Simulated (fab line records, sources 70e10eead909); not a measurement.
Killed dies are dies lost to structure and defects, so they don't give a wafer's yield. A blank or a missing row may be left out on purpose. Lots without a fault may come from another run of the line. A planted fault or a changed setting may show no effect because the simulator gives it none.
Which tool did it? | flow nand_harc | 14 lots, 42 wafers sampled, at 5 steps of a route of 1159

WHAT THE GAUGES READ, wafer by wafer
NHARC_THIN_TSV_CD_MEAS_33: target cd 5000 nm.
lot  | measured     | on        | cd_nm (nm)
L504 | day 19 08:10 | cd_sem-02 | 4996.7 4997.5 4998.9
L506 | day 19 17:46 | cd_sem-01 | 5000.9 4996.3 4999.9
L505 | day 19 15:21 | cd_sem-03 | 5002.3 4997.0 4997.9
L507 | day 19 23:11 | cd_sem-02 | 5001.1 5002.1 4998.8
L509 | day 20 15:21 | cd_sem-02 | 4997.8 5000.9 4998.9
L510 | day 20 16:40 | cd_sem-03 | 5001.2 4997.2 5002.5
L513 | day 21 10:02 | cd_sem-01 | 4997.3 4995.0 4998.2
L515 | day 21 12:33 | cd_sem-02 | 5002.4 4997.3 5000.8
L517 | day 21 13:37 | cd_sem-01 | 4999.9 4996.8 5000.3
L514 | day 21 16:59 | cd_sem-03 | 4998.8 4998.1 4997.8
L516 | day 22 00:08 | cd_sem-01 | 4998.3 4999.9 4999.9
L518 | day 22 15:07 | cd_sem-02 | 4995.6 4998.9 4997.0
L519 | day 23 03:32 | cd_sem-01 | 5004.5 5000.5 5004.7
L520 | day 23 04:27 | cd_sem-02 | 4998.9 4998.9 5001.4

NHARC_END_SORT_01.
lot  | measured     | on        | killed_at_array | killed_at_other | killed_at_periphery | killed_dies | killed_open | killed_short
L510 | day 21 01:05 | prober-01 | 17 12 17        | 2 1 1           | 7 2 7               | 26 15 25    | 4 0 2       | 2 1 1
L514 | day 22 10:38 | prober-01 | 32              | 1               | 1                   | 34          | 6           | 3
L518 | day 23 01:52 | prober-01 | 65 122 72       | 2 2 0           | 4 4 2               | 71 128 74   | 3 4 4       | 3 2 3
L519 | day 23 13:21 | prober-02 | 61 75 131       | 0 0 0           | 0 0 0               | 61 75 131   | 5 7 7       | 3 1 0

WHICH TOOL RAN EACH LOT (tool, then ch and the chambers of the sampled wafers, then the start)
lot  | NHARC_A_CONTACT_DEP_24          | NHARC_THIN_TSV_DEGAS_49      | NHARC_THIN_TSV_PVD_51
L504 | pecvd-02 ch 0,1,2, day 16 06:08 | pvd_sputter-02, day 19 04:48 | pvd_sputter-02, day 19 08:10 or earlier
L506 | pecvd-02 ch 0,1, day 16 14:48   | pvd_sputter-01, day 19 14:44 | pvd_sputter-01, day 19 17:46 or earlier
L505 | pecvd-03 ch 0,1,2, day 16 17:04 | pvd_sputter-03, day 19 12:11 | pvd_sputter-03, day 19 15:21 or earlier
L507 | pecvd-03 ch 0,1,2, day 17 07:14 | pvd_sputter-02, day 19 19:58 | pvd_sputter-02, day 19 23:11 or earlier
L509 | pecvd-03 ch 1,2, day 17 22:22   | pvd_sputter-03, day 20 12:21 | pvd_sputter-03, day 20 15:21 or earlier
L510 | pecvd-02 ch 0,2, day 17 22:28   | pvd_sputter-01, day 20 13:32 | pvd_sputter-01, day 20 16:40 or earlier
L513 | pecvd-03 ch 1,2, day 18 14:34   | pvd_sputter-02, day 21 07:02 | pvd_sputter-02, day 21 10:02 or earlier
L515 | pecvd-03 ch 0,1,2, day 18 19:12 | pvd_sputter-03, day 21 09:23 | pvd_sputter-03, day 21 12:33 or earlier
L517 | pecvd-02 ch 0,2, day 18 19:17   | pvd_sputter-02, day 21 10:27 | pvd_sputter-02, day 21 13:37 or earlier
L514 | pecvd-03 ch 0,1,2, day 19 05:05 | pvd_sputter-03, day 21 13:51 | pvd_sputter-03, day 21 16:59 or earlier
L516 | pecvd-02 ch 0,1, day 19 05:32   | pvd_sputter-01, day 21 20:59 | pvd_sputter-01, day 22 00:08 or earlier
L518 | pecvd-02 ch 0,2, day 19 20:59   | pvd_sputter-02, day 22 12:01 | pvd_sputter-02, day 22 15:07 or earlier
L519 | pecvd-02 ch 0,1,2, day 19 23:25 | pvd_sputter-03, day 23 00:18 | pvd_sputter-03, day 23 03:32 or earlier
L520 | pecvd-03 ch 1,2, day 20 01:35   | pvd_sputter-01, day 23 01:19 | pvd_sputter-01, day 23 04:27 or earlier
- NHARC_A_CONTACT_DEP_24: deposits SiO2, target thk 500 nm.
- NHARC_THIN_TSV_DEGAS_49: time 120 s.
- NHARC_THIN_TSV_PVD_51: deposits Cu, target thk 100 nm.

WHAT THE TOOLS THEMSELVES READ (means of the sampled wafers that have a number; where no wafer has one, the mark that the record gives instead)
NHARC_A_CONTACT_DEP_24.
lot  | tool     | heater_power_outer_w (W) | heater_power_w (W) | throttle_valve_pct (%)
L504 | pecvd-02 | 317                      | 560                | 15.8
L506 | pecvd-02 | 342                      | 631                | 16.0
L505 | pecvd-03 | 333                      | 606                | 16.1
L507 | pecvd-03 | 333                      | 605                | 15.9
L509 | pecvd-03 | 302                      | 551                | 16.4
L510 | pecvd-02 | 325                      | 582                | 15.8
L513 | pecvd-03 | 310                      | 559                | 16.6
L515 | pecvd-03 | 346                      | 612                | 16.2
L517 | pecvd-02 | 286                      | 542                | 15.9
L514 | pecvd-03 | 365                      | 658                | 16.0
L516 | pecvd-02 | 346                      | 633                | 16.3
L518 | pecvd-02 | 326                      | 591                | 15.9
L519 | pecvd-02 | 258                      | 480                | 16.2
L520 | pecvd-03 | 259                      | 502                | 16.8

NHARC_THIN_TSV_DEGAS_49.
lot  | tool           | heater_power_w (W)
L504 | pvd_sputter-02 | 568
L506 | pvd_sputter-01 | 448
L505 | pvd_sputter-03 | 434
L507 | pvd_sputter-02 | 554
L509 | pvd_sputter-03 | 433
L510 | pvd_sputter-01 | 486
L513 | pvd_sputter-02 | 517
L515 | pvd_sputter-03 | 442
L517 | pvd_sputter-02 | 501
L514 | pvd_sputter-03 | 430
L516 | pvd_sputter-01 | 491
L518 | pvd_sputter-02 | 522
L519 | pvd_sputter-03 | 438
L520 | pvd_sputter-01 | 488

NHARC_THIN_TSV_PVD_51.
lot  | tool           | throttle_valve_pct (%)
L504 | pvd_sputter-02 | 29.8
L506 | pvd_sputter-01 | 31.2
L505 | pvd_sputter-03 | 30.4
L507 | pvd_sputter-02 | 29.3
L509 | pvd_sputter-03 | 30.7
L510 | pvd_sputter-01 | 31.2
L513 | pvd_sputter-02 | 30.4
L515 | pvd_sputter-03 | 29.8
L517 | pvd_sputter-02 | 30.8
L514 | pvd_sputter-03 | 31.0
L516 | pvd_sputter-01 | 31.5
L518 | pvd_sputter-02 | 30.9
L519 | pvd_sputter-03 | 29.8
L520 | pvd_sputter-01 | 30.6

THE ANSWER, worked out from the rows above alone
Rule: what is usual is taken from the lots themselves. Put in order of their means at a reading, lots are off if they are a third of the lots or fewer, leave a main group of 4 or more, and stand apart from it by a gap of 3 or more times the standard deviation of the main group's means; of several such gaps the widest counts. A main group whose means are all the same, to the digits that the tables above print for the reading, isn't used. A lot without any number at a reading at which 4 lots or more have one is off too. The other lots that the step has rows for count as sound. The gauges are gone through in route order, then the tools' own readings, and for those a lot's mean is taken as printed above. The first step at which some lot is off is used, and at that step the reading that is off furthest; a lot without a number counts as furthest.
No lot is off at any reading shown: from this, nothing can be told.

WHAT THE SIMULATOR HAD PUT IN
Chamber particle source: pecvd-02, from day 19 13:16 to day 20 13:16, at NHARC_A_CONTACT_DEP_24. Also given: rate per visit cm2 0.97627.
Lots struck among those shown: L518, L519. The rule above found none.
